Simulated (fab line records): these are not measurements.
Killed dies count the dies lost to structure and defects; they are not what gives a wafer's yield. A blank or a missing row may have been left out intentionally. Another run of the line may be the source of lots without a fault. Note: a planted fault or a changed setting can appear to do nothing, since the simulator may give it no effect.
fab line records | flow n5-finfet
record lots=4 | wafers=12 | last-day=18
route steps=1938 shown WELL_APT@21 PMOS_HMC_CHANNEL_EPI@57 BEOL_M4@1111
lots with no fault: from the same line, run without faults
start-h: the number of hours between the record's first day and the start of the first shown wafer of the lot | wait-h: time in hours since the lot's previous step | " same as the row above | L1.1+2: one row covering several wafers at once | - no value, or no start given | * or withheld: withheld | < > ~ a bound
route shown NAME@n: names a module that has steps shown in the file, with the first one's number in the route | usual: mean and standard deviation over wafers with no fault | same: alike in all rows | chamber/n: place in a boat | sites: readings site by site | _std_site: standard deviation of those values | _edge_site: inner sites' mean taken away from outer sites' mean | radius-mm: how far each site lies from the wafer's centre | mask NAME#n: copy n | behind: the last tool/chamber to shape the wafer | hold: cause of the lot's hold/its duration in hours/its outcome | device: which transistor (n, p or np) failed to switch | end of line: at the end of the route, the tests of the same wafers | a step given without rows: its recipe and nothing more | killed: not the wafer's yield, but the dies lost to structure and defects at the first sort | map: a wafer's dies, x killed, . not, _ none there
set.NAME: the setting that was run; set.NAME@STEP: the one run at that earlier step | model.NAME: the simulator's own value behind a step, which no gauge read
lots at selected steps of the route; one table per step, one row per wafer
services: from which hour (start-h, from the record's first day; less than 0 if before it) a tool's chamber was out of use, for how many hours, and why
## steps
# step N5_WELL_APT_COAT_02
# recipe spin-rpm=1357 | resist-thk-nm=950
# step N5_WELL_APT_EBR_04
# recipe solvent=PGMEA | ebr-width-mm=1.5
# step N5_WELL_APT_SOFTBAKE_03
# recipe temp-c=130 | time-s=60
# step N5_WELL_APT_EXPOSE_05
# recipe mask-id=NWELL | na=0.8 | source-shape=conventional | sigma-outer=0.8 | polarization=unpolarized | defocus-nm=0 | target-cd-nm=200 | dose-mj=20.3
# step N5_WELL_APT_PEB_06
# recipe peb-temp-c=130 | peb-time-s=90
# step N5_WELL_APT_DEVELOP_07
# recipe develop-time-s=45 | rinse-liquid=surfactant-rinse | dry=air-spin | dev-temp-c=21
# step N5_WELL_APT_HARDBAKE_12
# recipe temp-c=130 | time-s=120
# step N5_WELL_APT_DESCUM_13
# recipe chemistry=O2 | time-s=7.9 | source-power-w=50 | bias-power-w=20 | pressure-mtorr=20 | rf-frequency-hz=2.712e+07 | temp-c=40 | o2-flow-sccm=225
# step N5_WELL_APT_IMPLANT_14
# recipe species=P | energy-kev=160 | dose-cm2=1.5e+13 | tilt-deg=0 | rotation-deg=0
# step N5_WELL_APT_IMPLANT_15
# recipe species=As | energy-kev=25 | dose-cm2=1.5e+13 | tilt-deg=0 | rotation-deg=0
# usual dose-ions-cm2=1.5001e+13/1.8e+10 | faraday-current-uA=190/3.7
lot.wafer | tool         | chamber | start-h | wait-h | dose-ions-cm2 | faraday-current-uA
L307.4    | implanter-02 | 0       | 14.06   | 0.1    | 1.5031e+13    | 191
L307.5    | "            | 0       | "       | "      | 1.5012e+13    | 188
L307.6    | "            | 0       | "       | "      | 1.4989e+13    | 185
L320.1    | implanter-02 | 0       | 92.28   | 0.1    | 2.2828e+13    | 288
L320.2    | "            | 0       | "       | "      | 2.2848e+13    | 289
L320.5    | "            | 0       | "       | "      | 2.2811e+13    | 289
L326.1    | implanter-02 | 0       | 127.99  | 0.1    | 2.2834e+13    | 284
L326.2    | "            | 0       | "       | "      | 2.2839e+13    | 293
L326.5    | "            | 0       | "       | "      | 2.2831e+13    | 289
L330.2    | implanter-01 | 0       | 152.28  | 0.1    | 1.4983e+13    | 188
L330.3    | "            | 0       | "       | "      | 1.4979e+13    | 186
L330.5    | "            | 0       | "       | "      | 1.4971e+13    | 184
# step N5_WELL_APT_STRIP_16
# recipe chemistry=SPM | time-s=900 | temp-c=130 | h2so4-h2o2-vol-ratio=4 | dry=ipa-marangoni
# step N5_WELL_APT_HMDS_18
# recipe time-s=60 | temp-c=120
# step N5_WELL_APT_COAT_19
# recipe spin-rpm=1357 | resist-thk-nm=950
# step N5_WELL_APT_EBR_21
# recipe solvent=PGMEA | ebr-width-mm=1.5
# step N5_WELL_APT_SOFTBAKE_20
# recipe temp-c=130 | time-s=60
# step N5_WELL_APT_EXPOSE_22
# recipe mask-id=PWELL | na=0.8 | source-shape=conventional | sigma-outer=0.8 | polarization=unpolarized | defocus-nm=0 | target-cd-nm=200 | dose-mj=23.2
# step N5_WELL_APT_PEB_23
# recipe peb-temp-c=130 | peb-time-s=90
# step N5_WELL_APT_DEVELOP_24
# recipe develop-time-s=45 | rinse-liquid=surfactant-rinse | dry=air-spin | dev-temp-c=21
# step N5_WELL_APT_HARDBAKE_29
# recipe temp-c=130 | time-s=120
# step N5_WELL_APT_DESCUM_30
# recipe chemistry=O2 | time-s=7.9 | source-power-w=50 | bias-power-w=20 | pressure-mtorr=20 | rf-frequency-hz=2.712e+07 | temp-c=40 | o2-flow-sccm=225
# step N5_WELL_APT_IMPLANT_31
# recipe species=B | energy-kev=60 | dose-cm2=1.5e+13 | tilt-deg=0 | rotation-deg=0
# step N5_WELL_APT_IMPLANT_32
# recipe species=BF2 | energy-kev=50 | dose-cm2=2e+13 | tilt-deg=0 | rotation-deg=0
# step N5_WELL_APT_STRIP_33
# recipe chemistry=SPM | time-s=900 | temp-c=130 | h2so4-h2o2-vol-ratio=4 | dry=ipa-marangoni
# step N5_WELL_APT_RTA_34
# recipe temp-c=1000 | time-s=10 | ambient=N2 | idle-temp-c=600 | ramp-up-c-per-s=150 | ramp-down-c-per-s=60 | cool-to-c=600
# step N5_WELL_APT_OXIDE_STRIP_42
# recipe chemistry=dHF | dilution=25:1 | time-s=45 | temp-c=25 | target=SiO2 | target-depth-a=120
# step N5_WELL_APT_PRECLEAN_36
# recipe chemistry=O3/DIW | time-s=45 | temp-c=22 | o3-ppm=10
# step N5_WELL_APT_PRECLEAN_39
# recipe chemistry=dHF | time-s=60 | dilution=150:1 | temp-c=25
# step N5_WELL_APT_SRD_37
# recipe dry=ipa-marangoni | do-ppb=5 | time-s=30 | temp-c=23 | rinse-liquid=diw
# step N5_WELL_APT_EPI_41
# recipe material=Si | target-thk-a=500 | temp-c=650 | precursor=SiH4/H2 | pressure-torr=20 | time-s=297.7
# step N5_PMOS_HMC_CHANNEL_EPI_HM_DEP_34
# recipe material=SiO2 | target-thk-a=360 | temp-c=400 | precursor=TEOS/O2 | pressure-torr=6.5 | rf-w=900 | teos-flow-sccm=161.4 | gas=O2 | flow-sccm=2650 | time-s=6.9
# step N5_PMOS_HMC_CHANNEL_EPI_COAT_31
# recipe resist=BARC | temp-c=205 | time-s=60 | spin-rpm=1500 | resist-thk-nm=66
# step N5_PMOS_HMC_CHANNEL_EPI_COAT_03
# recipe resist=CAR-ArF-block | spin-rpm=1500 | resist-thk-nm=205
# step N5_PMOS_HMC_CHANNEL_EPI_EBR_05
# recipe solvent=PGMEA | ebr-width-mm=1.5
# step N5_PMOS_HMC_CHANNEL_EPI_SOFTBAKE_04
# recipe temp-c=110 | time-s=60 | resist=CAR-ArF-block
# step N5_PMOS_HMC_CHANNEL_EPI_EXPOSE_06
# recipe mask-id=PMOS_HMC_BLK | na=1.35 | source-shape=conventional | sigma-outer=0.8 | polarization=unpolarized | target-cd-nm=240 | dose-mj=41
# step N5_BEOL_M4_RC_MEAS_101
# usual CJ_P=5.76/0.14 | DIBL_N=36.3/1.6 | DIBL_P=36.5/1.6 | IOFF_N=0.163/0.026 | IOFF_P=0.22/0.033 | IOFF_P_LONG=0.000106/8.4e-06 | ION_N=676/9.9 | ION_P=464/6.5 | SS_N=71.5/0.5 | SS_P=73.3/0.64 | VT_N=249.3/2.9 | VT_P=-250/3.2
lot.wafer | tool      | chamber | start-h | wait-h | CJ_P | DIBL_N[mV/V] | DIBL_P[mV/V] | IOFF_N[nA/um] | IOFF_P[nA/um] | IOFF_P_LONG[nA/um] | ION_N[uA/um] | ION_P[uA/um] | SS_N[mV/dec] | SS_P[mV/dec] | VT_N[mV] | VT_P[mV]
L307.4    | prober-02 | 0       | 178.81  | 0.5    | 5.87 | 34.6         | 35.4         | 0.146         | 0.17          | 9.5e-05            | 662          | 454          | 72.0         | 73.3         | 251.9    | -253
L307.5    | "         | 0       | "       | "      | 5.46 | 35.1         | 36.8         | 0.163         | 0.19          | 9.1e-05            | 685          | 469          | 71.6         | 73.5         | 250.4    | -252
L307.6    | "         | 0       | "       | "      | 5.55 | 37.1         | 38.0         | 0.192         | 0.22          | 9.1e-05            | 679          | 463          | 72.2         | 73.5         | 249.4    | -252
L320.1    | prober-02 | 0       | 262.35  | 0.0    | 6.95 | 37.4         | 38.6         | 0.184         | 0.23          | 0.00014            | 687          | 469          | 71.9         | 74.3         | 248.4    | -249
L320.2    | "         | 0       | "       | "      | 7.25 | 35.2         | 36.4         | 0.145         | 0.20          | 0.000153           | 675          | 463          | 71.0         | 72.1         | 250.5    | -250
L320.5    | "         | 0       | "       | "      | 7.07 | 35.9         | 37.1         | 0.159         | 0.21          | 0.000148           | 676          | 469          | 71.6         | 72.9         | 248.0    | -251
L326.1    | prober-01 | 0       | 307.17  | 0.0    | 6.98 | 35.5         | 35.9         | 0.146         | 0.23          | 0.000154           | 666          | 464          | 71.4         | 73.4         | 250.9    | -246
L326.2    | "         | 0       | "       | "      | 7.17 | 34.7         | 34.8         | 0.142         | 0.22          | 0.000154           | 670          | 471          | 71.2         | 72.5         | 253.0    | -246
L326.5    | "         | 0       | "       | "      | 7.06 | 33.1         | 32.9         | 0.111         | 0.19          | 0.000152           | 663          | 465          | 71.0         | 72.3         | 256.7    | -250
L330.2    | prober-01 | 0       | 320.63  | 0.2    | 5.61 | 36.4         | 35.6         | 0.161         | 0.23          | 0.000111           | 686          | 466          | 72.0         | 73.8         | 247.9    | -248
L330.3    | "         | 0       | "       | "      | 5.65 | 36.5         | 35.7         | 0.180         | 0.24          | 0.000113           | 687          | 467          | 71.3         | 73.3         | 248.0    | -247
L330.5    | "         | 0       | "       | "      | 5.87 | 37.7         | 36.8         | 0.195         | 0.25          | 0.000116           | 691          | 467          | 72.5         | 74.8         | 244.9    | -246
## services
tool         | chamber | start-h | hours | kind
implanter-01 | -       | 34.71   | 3.6   | pm
implanter-02 | -       | 40.03   | 8.2   | repair
implanter-02 | -       | 78.15   | 2.6   | pm
## key
first-sign step=N5_WELL_APT_IMPLANT_15 | reading=dose-ions-cm2 | direction=up | sigmas=99+ | usual=1.5001e+13 | struck=2.2832e+13
effect step=N5_WELL_APT_IMPLANT_15 | reading=faraday-current-uA | direction=up | sigmas=26 | usual=190 | struck=289
effect step=N5_BEOL_M4_RC_MEAS_101 | reading=CJ_P | direction=up | sigmas=9.2 | usual=5.76 | struck=7.08
effect step=N5_BEOL_M4_RC_MEAS_101 | reading=IOFF_P_LONG | direction=up | sigmas=5.2 | usual=0.000106 | struck=0.00015
met-at N5_WELL_APT_IMPLANT_15
struck-wafers L320.1,L320.2,L320.5,L326.1,L326.2,L326.5
onset-between 14.06 92.28
fault kind=process-parameter-drift | tool=implanter-02 | chamber=- | onset-h=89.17 | steps=N5_WELL_APT_IMPLANT_15 | channel=dose-cm2 | offset=7.8311e+12 | shape=step | end-h=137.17 | acts-in=these-recipes-only | stated=1.5e+13
